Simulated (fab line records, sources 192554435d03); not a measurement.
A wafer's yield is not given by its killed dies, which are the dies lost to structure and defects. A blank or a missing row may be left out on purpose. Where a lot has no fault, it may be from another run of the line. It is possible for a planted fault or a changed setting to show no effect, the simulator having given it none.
Split-lot study    flow n5Finfet    21 wafers read from 7 lots, route of 1938 steps

ABOUT THE SPLIT
At N5_BEOL_M5_PECVD_70 (deposits SiO2 from TEOS/O2, target thk 16 nm, time 18 s), the setting tempC was moved away from the recipe's 400 C on 4 of the 21 wafers read, by -1.7% to +3.6%. All remaining wafers had this setting at the recipe value.

FROM THE SPLIT TO THE READING: what the file shows between them, 3 steps
- N5_BEOL_M5_HM_DEP_02: deposits TiN, target thk 20 nm
- N5_BEOL_M5_COAT_59: time 60 s, resist thk 60 nm
- N5_BEOL_M5_STRIP_91: strips in N2/H2, time 10 s

THE READING
SiO2_of_BEOL_M5_PECVD_70.thkNm (the simulator's own value, which no gauge read), in nm, at N5_BEOL_M5_HM_STRIP_39 (strips TiN in peroxide tin strip, target depth 25 nm, time 158 s). The file does not state a usual value for it. The 17 wafers here that ran the recipe average 15.9 nm, standard deviation 0.17 nm.

wafer   tool, chamber at the split  tempC as run, C  against the recipe  SiO2_of_BEOL_M5_PECVD_70.thkNm, nm  against lot-mates on the recipe
L077.1  pecvd-03, 1                 400              recipe              15.6                                -
L077.2  pecvd-03, 0,2               400              recipe              15.8                                -
L077.6  pecvd-03, 0,2               400              recipe              16                                  -
L081.1  pecvd-04, 0                 410.7            +2.7%               14.4                                -1.5
L081.3  pecvd-04, 1                 400              recipe              15.8                                -
L081.4  pecvd-04, 2                 400              recipe              16                                  -
L084.1  pecvd-02, 1,0               400              recipe              15.8                                -
L084.2  pecvd-02, 1,0               400              recipe              15.8                                -
L084.5  pecvd-02, 1                 400              recipe              16.2                                -
L085.1  pecvd-03, 0                 414.5            +3.6%               14.4                                -1.4
L085.3  pecvd-03, 2                 400              recipe              15.8                                -
L085.4  pecvd-03, 2                 414.5            +3.6%               14.2                                -1.6
L088.2  pecvd-02, 0                 400              recipe              15.6                                -
L088.5  pecvd-02, 1                 400              recipe              16                                  -
L088.6  pecvd-02, 0                 400              recipe              15.8                                -
L096.1  pecvd-04, 2                 400              recipe              16.2                                -
L096.3  pecvd-04, 0                 393              -1.7%               16.4                                +0.4
L096.4  pecvd-04, 1                 400              recipe              15.8                                -
L097.1  pecvd-03, 2                 400              recipe              16                                  -
L097.6  pecvd-03, 1                 400              recipe              16                                  -
L097.3  pecvd-03, 1                 400              recipe              15.8                                -
Rows listing several chambers each stand for several wafers; the file does not say which wafer went through which chamber.

THE FIT
A straight line over all 21 wafers: SiO2_of_BEOL_M5_PECVD_70.thkNm changes by -0.442 nm for each +1% of tempC; r = -0.95; the points scatter about the line by 0.18 nm.
The same after taking each lot's own level away (the mean of its wafers on the recipe; 21 wafers): -0.42 nm for each +1%; r = -0.95; scatter 0.18 nm.
On that fit, the largest move of tempC shifts the reading by 1.5 nm.
From 15.80 to 16.00 nm: that is the span of the lots' own levels, equal to 1.2 times the standard deviation above.
So the lot-to-lot level changes the slope little: the two slopes agree.
Check: -1.64 nm against its lot-mates is what the line predicts for one of the wafers moved furthest among these (+3.6%) when that wafer is left out of the fit. Against them it came out at -1.4 nm.

OTHER SPLITS APPLIED TO THESE WAFERS
These wafers also went through other splits before the reading. Each is held against what the fit with the lots' levels taken away leaves over:
other split on the same wafers  wafers away from the commonest value  r with SiO2_of_BEOL_M5_PECVD_70.thkNm (lot level and that fit taken away)
N5_BEOL_M2_ETCH_64 biasW        6                                     +0.05
N5_BEOL_M3_ILD_DEP_00 timeS     10                                    +0.34
N5_BEOL_M4_EXPOSE_08 doseMj     7                                     +0.02
N5_BEOL_M5_ILD_DEP_00 timeS     7                                     -0.23

THE WHOLE CHAIN: every reading that the file lists as answering this split, in the file's order
step                    what it does                                                      reading                                                                          change (the file's fit)                r (the file's)
N5_BEOL_M5_PECVD_70     deposits SiO2 from TEOS/O2, target thk 16 nm, time 18 s           SiO2_of_BEOL_M5_PECVD_70.thkNm (the simulator's own value, which no gauge read)  -0.441 nm for each +1% of the setting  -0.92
N5_BEOL_M5_HM_STRIP_39  strips TiN in peroxide tin strip, target depth 25 nm, time 158 s  SiO2_of_BEOL_M5_PECVD_70.thkNm (the simulator's own value, which no gauge read)  -0.435 nm for each +1% of the setting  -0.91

THE FILE'S OWN FIT
SiO2_of_BEOL_M5_PECVD_70.thkNm changes by -0.435 nm for each +1% of tempC, r = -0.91.
